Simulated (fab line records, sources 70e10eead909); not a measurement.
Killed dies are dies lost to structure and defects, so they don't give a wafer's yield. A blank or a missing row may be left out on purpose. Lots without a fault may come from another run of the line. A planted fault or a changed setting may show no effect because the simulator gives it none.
A struck lot beside a sound one | flow nand_harc | 32 steps out of a route of 1302
Sound: wafers L202.1, L202.4, L202.5. Struck: wafers L196.2, L196.4, L196.6. The cause comes at the end.
At each step with rows: each side's tool, then ch and its chambers, then its first start. Under that, the readings that differ: sound wafers | struck wafers | difference of the means | sigmas: that difference in standard deviations of wafers without a fault.
alike: readings whose means differ by less than 2 such deviations, and words and numbers that are the same on both sides. not compared: withheld readings, readings that some wafer has no value for, bounds like >300 that may hide the same value, and numbers for which the record gives no deviation and whose values overlap.
The two part at a step that has a row with sigmas, a row that says differs or no value, or rows on one side only. Numbers that don't overlap but have no deviation are shown without sigmas and don't part them. A reading that every wafer of one side lacks parts them only if that side has two wafers or more.

first, 2 steps without rows for these wafers: NHARC_A_CHANNEL_HOLE_D2_PEB_08 (peb time 65 s); NHARC_A_CHANNEL_HOLE_D2_DEVELOP_09 (develop time 35 s).
NHARC_A_CHANNEL_HOLE_D2_CD_MEAS_10: target cd 100 nm.
  sound on cd_sem-01 ch 0, day 19 02:41; struck on cd_sem-02 ch 0, day 16 18:46
  reading    | sound          | struck            | difference | sigmas
  cd_nm (nm) | 99.7 99.7 98.5 | 100.1 100.1 100.2 | +0.8       | +2
NHARC_A_CHANNEL_HOLE_D2_OVL_MEAS_11:
  sound on overlay-02, day 19 02:47; struck on overlay-01, day 16 18:50
  alike: overlay_x_nm, overlay_y_nm
NHARC_A_CHANNEL_HOLE_D2_INSPECT_12:
  sound on defect_inspect-02, day 19 02:49; struck on defect_inspect-02, day 16 18:53
  alike: raw_defect_count
then, 5 steps without rows for these wafers: NHARC_A_CHANNEL_HOLE_D2_DESCUM_15 (chemistry O2, time 3 s); NHARC_A_CHANNEL_HOLE_D2_ETCH_38 (etches the open film in CF4, target depth 39 nm, time 65 s); NHARC_A_CHANNEL_HOLE_D2_ETCH_39 (etches the open film in N2/H2, target depth 260 nm, time 325 s); NHARC_A_CHANNEL_HOLE_D2_ETCH_34 (etches the open film in CF4/CHF3, target depth 154 nm, time 77 s); NHARC_A_CHANNEL_HOLE_D2_ETCH_16 (etches the open film in O2/COS, target depth 3100 nm, time 806 s).
NHARC_A_CHANNEL_HOLE_D2_CD_MEAS_18:
  sound on cd_sem-03, day 19 03:59; struck on cd_sem-01, day 16 20:03
  alike: cd_nm
then, 1 step without rows for these wafers: NHARC_A_CHANNEL_HOLE_D2_ETCH_19 (etches the open film in C4F8/O2/Ar, time 34.5 s).
NHARC_A_CHANNEL_HOLE_D2_ETCH_20: etches the open film in C4F8/O2/Ar, time 361.9 s, target depth 1600 nm.
  sound on har_etch-02 ch 0,1, day 19 04:14; struck on har_etch-01 ch 0,1, day 16 20:53
  reading                | sound                | struck               | difference | sigmas
  throttle_valve_pct (%) | 32.159 32.164 32.172 | 32.142 32.149 32.145 | -0.020     | -2
  alike: drypump_motor_current_A, mfc_ar_sccm, showerhead_plenum_p_Torr
  not compared: rf_hours_counter_h
NHARC_A_CHANNEL_HOLE_D2_ETCH_21: etches the open film in C4F8/O2/Ar, time 514.3 s, target depth 1600 nm.
  sound on har_etch-02 ch 0,1, day 19 04:34; struck on har_etch-01 ch 0,1, day 16 21:14
  alike: drypump_motor_current_A, mfc_ar_sccm, showerhead_plenum_p_Torr, throttle_valve_pct
  not compared: rf_hours_counter_h
NHARC_A_CHANNEL_HOLE_D2_ETCH_22: etches the open film in C4F8/O2/Ar, time 666.7 s, target depth 1600 nm.
  sound on har_etch-02 ch 0,1, day 19 05:02; struck on har_etch-01 ch 0,1, day 16 21:42
  alike: drypump_motor_current_A, mfc_ar_sccm, showerhead_plenum_p_Torr, throttle_valve_pct
  not compared: rf_hours_counter_h
then, 8 steps without rows for these wafers: NHARC_A_CHANNEL_HOLE_D2_ETCH_23 (etches the open film in C4F8/O2/Ar, time 819 s, target depth 1600 nm); NHARC_A_CHANNEL_HOLE_D2_ETCH_24 (etches the open film in C4F8/O2/Ar, time 906.2 s, target depth 1500 nm); NHARC_A_CHANNEL_HOLE_D2_ETCH_25 (etches the open film in C4F8/O2/Ar, time 1040.2 s, target depth 1500 nm); NHARC_A_CHANNEL_HOLE_D2_ETCH_26 (etches the open film in C4F8/O2/Ar, time 224.1 s, target depth 300 nm); NHARC_A_CHANNEL_HOLE_D2_ETCH_27 (etches the open film in C4F8/O2/Ar, time 90 s, target depth 400 nm); NHARC_A_CHANNEL_HOLE_D2_STRIP_41 (strips in N2/H2); NHARC_A_CHANNEL_HOLE_D2_STRIP_42 (strips in CF4/CHF3); NHARC_A_CHANNEL_HOLE_D2_STRIP_43 (strips in O2/COS).
NHARC_A_CHANNEL_HOLE_D2_ETCH_44: etches the open film in CF4/O2, target depth 140 nm, overetch 14 nm, time 77 s.
  sound on rie_diel-10 ch 0,2, day 19 08:46; struck on rie_diel-06 ch 0,2, day 17 01:27
  alike: drypump_motor_current_A, mfc_ar_sccm, oes_f_703_au, oes_o_777_au, oes_product_au, rf_vpp_V, showerhead_plenum_p_Torr, throttle_valve_pct
  not compared: rf_hours_counter_h
NHARC_A_CHANNEL_HOLE_D2_STRIP_28: strips in O2.
  sound on rie_diel-10 ch 1,3; struck on rie_diel-06 ch 1,3
  reading                     | sound             | struck            | difference | sigmas
  drypump_motor_current_A (A) | 5.76 5.94 5.71    | 5.56 5.02 5.02    | -0.60      | -2
  oes_product_au (a.u.)       | 1.011 1.015 1.011 | 1.001 0.992 0.998 | -0.015     | -2
  alike: mfc_ar_sccm, rf_vpp_V, showerhead_plenum_p_Torr, throttle_valve_pct
  not compared: rf_hours_counter_h
then, 2 steps without rows for these wafers: NHARC_A_CHANNEL_HOLE_D2_PRECLEAN_29 (cleans in SC1); NHARC_A_CHANNEL_HOLE_D2_SRD_30.
NHARC_A_CHANNEL_HOLE_D2_CD_MEAS_31:
  sound on cd_sem-01, day 19 09:34; struck on cd_sem-02, day 17 02:14
  alike: cd_nm
NHARC_A_CHANNEL_HOLE_D2_XSEM_32:
  sound on xsem-02 ch 0, day 19 09:39; struck on xsem-02 ch 0, day 17 02:20
  alike: bot_cd_nm, bow_nm, tilt_deg
NHARC_A_CHANNEL_HOLE_D2_INSPECT_40:
  sound on defect_inspect-02, day 19 09:45; struck on defect_inspect-02, day 17 02:26
  reading          | sound       | struck      | difference | sigmas
  raw_defect_count | 192 172 161 | 604 574 529 | +394       | +5
then, 1 step without rows for these wafers: NHARC_A_CHANNEL_FILL_D2_PRECLEAN_00 (cleans in SC1).
-- the record jumps here: 11 days lie between the struck wafers' starts before and after (it left off in module A_CHANNEL_FILL_D2 and takes up again in module END, whose first step shown is number 1302 of the route) --
NHARC_END_SORT_01:
  the record has rows for the struck wafers here (prober-01 ch 0, day 28 00:31) and none for the sound ones

WHERE THEY PART
First at NHARC_A_CHANNEL_HOLE_D2_CD_MEAS_10; last, within this record, at NHARC_END_SORT_01.

WHY: what the simulator had put in
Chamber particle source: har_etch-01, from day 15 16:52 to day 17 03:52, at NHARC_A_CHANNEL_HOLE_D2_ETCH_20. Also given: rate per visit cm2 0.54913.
